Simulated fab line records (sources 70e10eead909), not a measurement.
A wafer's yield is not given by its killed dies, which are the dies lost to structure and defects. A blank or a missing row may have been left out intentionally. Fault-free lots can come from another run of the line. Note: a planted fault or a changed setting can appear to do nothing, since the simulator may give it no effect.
A struck lot beside a sound one -- flow nand_harc -- 14 steps out of a route of 1159
Sound: these wafers, L362.1, L362.4, L362.5. The struck wafers were L368.2, L368.3, L368.6. The cause comes at the end.
At each step with rows: each side's tool, then ch and its chambers, then its first start. Under that, the readings that differ: sound wafers -- struck wafers -- difference of the means -- sigmas: that difference in standard deviations of wafers without a fault.
alike: same words and numbers on both sides, and readings whose means sit less than 2 such deviations apart. not compared: any withheld reading, any reading some wafer has no value for, any bound like >300 that may hide the same value, and any number with overlapping values for which the record gives no deviation.
A row with sigmas, a row that says differs or no value, or rows on one side alone: a step with any of these is where the two part. Non-overlapping numbers with no deviation appear without sigmas and do not part them. A reading that every wafer of one side lacks parts them only if that side has two wafers or more.

NHARC_P_GATE_ETCHBACK_37: etches the open film in CHF3/O2, target depth 34.5 nm, time 17.2 s.
  sound on rie_diel-03 ch 0,1,2; struck on rie_diel-03 ch 1,2,3
  alike: drypump_motor_current_A, oes_product_au, rf_vpp_V, showerhead_plenum_p_Torr, throttle_valve_pct
  not compared: rf_hours_counter_h
NHARC_P_GATE_STRIP_101: strips in O2, time 20 s.
  sound on rie_diel-03 ch 1,2, day 7 12:52; struck on rie_diel-03 ch 0,1,3, day 9 03:12
  alike: drypump_motor_current_A, oes_product_au, rf_vpp_V, showerhead_plenum_p_Torr, throttle_valve_pct
  not compared: rf_hours_counter_h
then, 10 steps without rows for these wafers: NHARC_P_GATE_PRECLEAN_97 (cleans in SPM, time 600 s); NHARC_P_GATE_SRD_98; NHARC_P_GATE_PRECLEAN_99 (cleans in SC1); NHARC_P_GATE_SRD_100; NHARC_P_GATE_DEHYDRATE_38 (time 120 s); NHARC_P_GATE_HMDS_39 (time 30 s); NHARC_P_GATE_COAT_40; NHARC_P_GATE_SOFTBAKE_41 (time 95 s); NHARC_P_GATE_EBR_42; NHARC_P_GATE_EXPOSE_43 (exposes mask P NSD, target cd 720 nm).
NHARC_P_GATE_PEB_44: peb time 85 s.
  struck on litho_track-02, day 9 04:02; sound on litho_track-07 ch 0, day 7 13:43
  no value came back on the struck wafers for chill_plate_temp_C (C), exhaust_pa (Pa); on the sound wafers chill_plate_temp_C (C) reads 23.12 23.14 23.17
then, 1 step without rows for these wafers: NHARC_P_GATE_DEVELOP_45 (time 70 s).

== WHERE THEY PART ==
Only at NHARC_P_GATE_PEB_44, as far as this record shows.

WHY: the cause the simulator had injected
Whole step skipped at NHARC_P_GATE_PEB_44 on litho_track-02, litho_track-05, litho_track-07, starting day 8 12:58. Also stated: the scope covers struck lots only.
